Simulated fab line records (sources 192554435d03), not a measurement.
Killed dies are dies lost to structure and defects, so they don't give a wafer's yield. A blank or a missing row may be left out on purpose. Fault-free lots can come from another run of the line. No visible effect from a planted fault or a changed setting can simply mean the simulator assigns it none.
Chamber matching	flow n5Finfet	N5_BEOL_M3_ALD_84 on aldMetal-03 has 4 sister chambers
The step deposits TaN, pulse time 2 s, purge time 3 s, co reactant purge time 2 s. 24 wafers are shown with their chamber, then 12 later ones without.

## WAFERS PAIRED WITH THEIR CHAMBERS
wafer	chamber	heaterPowerW (W)	precursorVesselCarrierSccm (sccm)	mfcCarrierSccm (sccm)
L078.1	1	420	1001.7	1493
L078.2	3	457	1000.9	1502
L078.6	2	439	1002.0	1505
L080.2	0	411	1000.8	1505
L080.3	3	450	1000.2	1501
L080.6	2	428	999.5	1498
L081.2	3	453	993.1	1502
L081.5	0	417	1002.7	1499
L081.6	3	456	997.7	1498
L083.1	2	435	1000.3	1505
L083.2	3	447	996.8	1502
L083.4	1	407	1004.2	1506
L086.2	1	424	998.8	1500
L086.4	2	432	999.1	1507
L086.6	1	408	999.2	1499
L088.1	3	446	995.8	1494
L088.5	2	432	999.6	1499
L088.6	1	414	1004.2	1507
L089.3	0	416	1001.1	1500
L089.4	1	425	998.8	1501
L089.6	1	396	996.3	1502
L090.2	1	412	1000.9	1505
L090.4	3	449	1003.9	1498
L090.5	3	444	1003.4	1501

SIGNATURES, as means of the wafers listed above
reading	chamber 0	chamber 1	chamber 2	chamber 3	scatter within a chamber
heaterPowerW	414.67	413.25	433.20	450.25	6.74
precursorVesselCarrierSccm	1001.533	1000.513	1000.100	998.975	2.84
mfcCarrierSccm	1501.33	1501.62	1502.80	1499.75	3.79
Rule: distance of a wafer from a chamber = root of the sum over the readings of ((wafer's reading minus chamber's mean) / reading's scatter) squared. If the next closest chamber is less than 2 further off than the closest, the wafer can't be placed; otherwise it belongs to the closest. The scatter: take each reading less its chamber's mean, square it, sum over the shown wafers, divide by the number of wafers less the number of chambers, and take the root.

## WAFERS WITH NO CHAMBER GIVEN
wafer	heaterPowerW (W)	precursorVesselCarrierSccm (sccm)	mfcCarrierSccm (sccm)
L092.1	415	1000.5	1498
L092.4	410	998.5	1498
L092.6	415	996.0	1501
L094.2	409	1003.3	1504
L094.3	446	1003.9	1494
L094.5	397	999.9	1495
L096.4	446	1000.0	1498
L096.5	436	1007.5	1503
L096.6	411	997.6	1500
L097.1	408	1000.9	1507
L097.4	442	1003.5	1498
L097.5	409	997.7	1499

## THE CHAMBER EACH PASSED THROUGH
wafer	from the rows above	in truth
L092.1	can't be placed: 0 or 1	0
L092.4	can't be placed: 1 or 0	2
L092.6	can't be placed: 1 or 0 or 2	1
L094.2	can't be placed: 0 or 1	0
L094.3	can't be placed: 3 or 2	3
L094.5	can't be placed: 1 or 0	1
L096.4	can't be placed: 3 or 2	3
L096.5	can't be placed: 2 or 3 or 0 or 1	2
L096.6	can't be placed: 1 or 0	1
L097.1	can't be placed: 1 or 0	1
L097.4	can't be placed: 3 or 2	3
L097.5	can't be placed: 1 or 0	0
Placed correctly: 0 of 12. Unplaceable from these rows: 12, with the true chamber sitting among the candidates in 11. Number placed wrongly: 0.
